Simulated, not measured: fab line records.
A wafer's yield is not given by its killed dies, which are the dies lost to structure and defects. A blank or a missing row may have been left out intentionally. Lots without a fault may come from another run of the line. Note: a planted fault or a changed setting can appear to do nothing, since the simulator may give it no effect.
fab line records | flow n5_finfet
record lots=7 | wafers=39
route steps=1938 shown BEOL_M12@1637
start_h: hours from the record's opening day to when the first of the lot's shown wafers began | wait_h: hours since the lot's step before | " same as the row above | L1.1+2: a single row standing in for several wafers | - value missing, or start not given | * or withheld: withheld | < > ~ a bound
route shown NAME@n: a module of which the file shows steps, and the number in the route of the first | usual: mean/standard deviation taken from wafers without a fault | same: alike in all rows | chamber/n: place in a boat | sites: each site's reading | _std_site: the standard deviation of these | _edge_site: inner sites' mean taken away from outer sites' mean | radius_mm: how far each site lies from the wafer's centre | mask NAME#n: copy n | behind: the last tool/chamber to shape the wafer | hold: what put the lot on hold/how long, in hours/how the hold closed | device: names the non-switching transistor (n, p or np) | end of line: the route-end tests of the same wafers | where a step has no rows: the recipe by itself | killed: the dies lost at the first sort to structure and to defects; this is not the yield of the wafer | map: the dies of a wafer, with x for killed, . for not killed, _ for no die there
set.NAME: the run value of the setting; set.NAME@STEP: its run value at that earlier step | model.NAME: the simulator's own value behind a step, which no gauge read
one table per step and one row per wafer, for lots whose settings were changed on purpose
## steps
# step N5_BEOL_M12_ETCH_68
# recipe chemistry=N2/H2 | target=SOC | mask_material=SiARC | source_w=3000 | bias_w=350 | temp_c=40 | time_s=285 | ion_energy_ev=200 | pressure_mtorr=30 | n2_flow_sccm=200 | h2_flow_sccm=200
lot.wafer | tool        | chamber | start_h | wait_h | set.time_s | model.SiARC_of_BEOL_M12_COAT_66.thk_nm
L076.1    | rie_diel-06 | 3       | 249.26  | 0.1    | 285        | 85.6
L076.5    | "           | 0       | "       | "      | 285        | 85.2
L076.6    | "           | 1       | "       | "      | 285        | 85.8
L078.1+3  | rie_diel-02 | 3,1     | 259.64  | 0.1    | 285        | 85.4
L078.2+6  | "           | 0       | "       | "      | 285        | 85
L078.4    | "           | 2       | "       | "      | 285        | 85.6
L078.5    | "           | 3       | "       | "      | 285        | 86
L083.1    | rie_diel-01 | 3       | 295.64  | 0.1    | 285        | 86.2
L083.2+6  | "           | 1       | "       | "      | 285        | 86.4
L083.3    | "           | 0       | "       | "      | 285        | 86.6
L083.4+5  | "           | 2       | "       | "      | 285        | 85.8
L086.1    | rie_diel-02 | 0       | 304.54  | 0.1    | 285        | 86
L086.2    | "           | 3       | "       | "      | 175.8      | 95.8
L086.3    | "           | 2       | "       | "      | 285        | 86.2
L086.4    | "           | 1       | "       | "      | 175.8      | 95.2
L086.5    | "           | 1       | "       | "      | 175.8      | 95
L086.6    | "           | 2       | "       | "      | 285        | 86.6
L090.1+6  | rie_diel-02 | 3       | 328.67  | 0.1    | 285        | 85.6
L090.2    | "           | 2       | "       | "      | 285        | 85.2
L090.3    | "           | 1       | "       | "      | 285        | 84.4
L090.4    | "           | 0       | "       | "      | 285        | 84.6
L090.5    | "           | 2       | "       | "      | 285        | 85.4
L095.1    | rie_diel-01 | 3       | 345.65  | 0.1    | 120.4      | 99.6
L095.2    | "           | 1       | "       | "      | 120.4      | 99.4
L095.3    | "           | 0       | "       | "      | 285        | 86.2
L095.4    | "           | 2       | "       | "      | 285        | 85.2
L095.5    | "           | 2       | "       | "      | 120.4      | 99.2
L095.6    | "           | 1       | "       | "      | 285        | 85.4
L091.1+5  | rie_diel-06 | 0       | 385.36  | 0.1    | 285        | 86
L091.2    | "           | 3       | "       | "      | 359.5      | 79.2
L091.3    | "           | 1       | "       | "      | 359.5      | 79.8
L091.4    | "           | 1       | "       | "      | 359.5      | 79.6
L091.6    | "           | 3       | "       | "      | 285        | 85.6
## key
split step=N5_BEOL_M12_ETCH_68 | setting=time_s | stated=285 | by=wafer
response step=N5_BEOL_M12_ETCH_68 | reading=model.SiARC_of_BEOL_M12_COAT_66.thk_nm | change=-0.239 | per=1% | r=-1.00
